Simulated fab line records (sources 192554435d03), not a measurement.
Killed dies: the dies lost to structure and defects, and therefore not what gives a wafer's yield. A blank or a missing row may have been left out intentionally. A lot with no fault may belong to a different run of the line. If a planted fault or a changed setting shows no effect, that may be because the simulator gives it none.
Chamber matching / flow n5_finfet / thermal_cvd_si-01 running N5_HKMG_FIN_CVD_62: 3 sister chambers
The step deposits a-Si from Si2H6, target thk 3 nm, time 20.8 s. 3 wafers are shown with their chamber, then 10 later ones without.

== EACH WAFER AND ITS CHAMBER ==
wafer=L877.1; chamber=2; heater_power_w (W)=1508
wafer=L879.2; chamber=0; heater_power_w (W)=1481
wafer=L879.4; chamber=1; heater_power_w (W)=1598

== WAFERS MISSING THEIR CHAMBER ==
wafer=L879.6; heater_power_w (W)=1463
wafer=L881.1; heater_power_w (W)=1452
wafer=L881.2; heater_power_w (W)=1571
wafer=L881.3; heater_power_w (W)=1492
wafer=L887.1; heater_power_w (W)=1561
wafer=L887.2; heater_power_w (W)=1473
wafer=L887.3; heater_power_w (W)=1480
wafer=L889.2; heater_power_w (W)=1591
wafer=L889.3; heater_power_w (W)=1506
wafer=L889.5; heater_power_w (W)=1434

== EACH ONE'S CHAMBER ==
wafer=L879.6; from the rows above=can't be placed: 0 or 2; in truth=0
wafer=L881.1; from the rows above=can't be placed: 0 or 2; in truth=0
wafer=L881.2; from the rows above=can't be placed: 1 or 2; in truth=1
wafer=L881.3; from the rows above=can't be placed: 0 or 2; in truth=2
wafer=L887.1; from the rows above=can't be placed: 1 or 2 or 0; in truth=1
wafer=L887.2; from the rows above=can't be placed: 0 or 2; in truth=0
wafer=L887.3; from the rows above=can't be placed: 0 or 2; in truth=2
wafer=L889.2; from the rows above=1; in truth=1
wafer=L889.3; from the rows above=can't be placed: 2 or 0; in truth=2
wafer=L889.5; from the rows above=can't be placed: 0 or 2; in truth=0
Correct placement for 1 of the 10. Not placeable from these rows: 9 (in 9, the candidates include the true chamber). Placed wrongly: 0.
How it was worked out, from the rows above alone: a wafer's distance from a chamber is the root of the sum, over the readings, of the square of ((its reading less the chamber's mean) divided by the reading's scatter). If the next closest chamber is less than 2 further off than the closest, the wafer can't be placed; otherwise it belongs to the closest. For every chamber, the mean is computed from those of its wafers that are shown. The scatter: root of mean squared gap, hidden wafer to nearest shown wafer, with one shown wafer a chamber.
